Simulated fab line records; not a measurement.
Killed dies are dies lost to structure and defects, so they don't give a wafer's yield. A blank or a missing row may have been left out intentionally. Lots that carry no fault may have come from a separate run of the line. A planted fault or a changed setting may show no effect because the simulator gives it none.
Chamber matching    flow n5_finfet    N5_BEOL_M8_STRIP_36 on rie_diel-03 has 4 sister chambers
The step strips in N2/H2. 22 wafers are shown with their chamber, then 11 later ones without.

== WAFERS WITH THEIR CHAMBER ==
wafer   chamber  throttle_valve_pct (%)  showerhead_plenum_p_Torr (Torr)  oes_product_au (a.u.)
L082.2  0        24.03                   2.52                             0.71
L082.3  3        23.35                   2.69                             0.93
L082.6  1        23.36                   2.57                             0.81
L083.2  0        24.02                   2.52                             0.71
L083.5  0        24.04                   2.53                             0.71
L083.6  1        23.33                   2.57                             0.82
L081.1  0        24.01                   2.52                             0.71
L081.5  1        23.36                   2.57                             0.81
L081.6  2        23.32                   2.53                             0.77
L084.1  3        23.37                   2.68                             0.90
L084.3  0        24.01                   2.52                             0.72
L084.4  2        23.33                   2.53                             0.77
L085.1  0        24.03                   2.52                             0.70
L085.4  1        23.36                   2.56                             0.79
L085.6  0        24.02                   2.52                             0.71
L086.1  1        23.35                   2.56                             0.80
L086.3  3        23.41                   2.68                             0.89
L086.5  1        23.35                   2.56                             0.81
L087.1  3        23.42                   2.68                             0.89
L087.4  0        24.05                   2.52                             0.70
L087.5  2        23.34                   2.52                             0.75
L092.2  1        23.36                   2.56                             0.81

SIGNATURES (means of the wafers above)
reading                   chamber 0  chamber 1  chamber 2  chamber 3  scatter within a chamber
throttle_valve_pct        24.0263    23.3529    23.3300    23.3875    0.0176
showerhead_plenum_p_Torr  2.5213     2.5643     2.5267     2.6825     0.00472
oes_product_au            0.7087     0.8071     0.7633     0.9025     0.011
Rule: for a wafer and a chamber, the distance is found by dividing, reading by reading, the gap between the wafer's reading and the chamber's mean by the reading's scatter, squaring, summing and taking the root. The wafer belongs to the nearest chamber; if the next one is less than 2 further off, it can't be placed. How the scatter is found: for the shown wafers, subtract from each reading the mean of its chamber, square and add these, divide the total by (wafers less chambers), then take the root.

== WAFERS WITH NO CHAMBER GIVEN ==
wafer   throttle_valve_pct (%)  showerhead_plenum_p_Torr (Torr)  oes_product_au (a.u.)
L092.3  23.40                   2.68                             0.88
L092.4  23.40                   2.68                             0.88
L093.1  23.39                   2.68                             0.88
L093.3  23.35                   2.52                             0.75
L093.6  23.38                   2.68                             0.88
L096.1  23.42                   2.67                             0.86
L096.3  23.36                   2.52                             0.75
L096.5  23.39                   2.52                             0.75
L097.1  23.42                   2.55                             0.78
L097.3  23.40                   2.52                             0.75
L097.5  23.39                   2.67                             0.86

== CHAMBER TAKEN BY EACH ==
wafer   from the rows above      in truth
L092.3  3                        3
L092.4  3                        3
L093.1  3                        3
L093.3  2                        2
L093.6  3                        3
L096.1  3                        3
L096.3  2                        2
L096.5  2                        2
L097.1  can't be placed: 1 or 2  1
L097.3  2                        2
L097.5  3                        3
Placed correctly: 10 of 11. These rows do not allow placing 1 (true chamber among the candidates in 1). Number placed wrongly: 0.
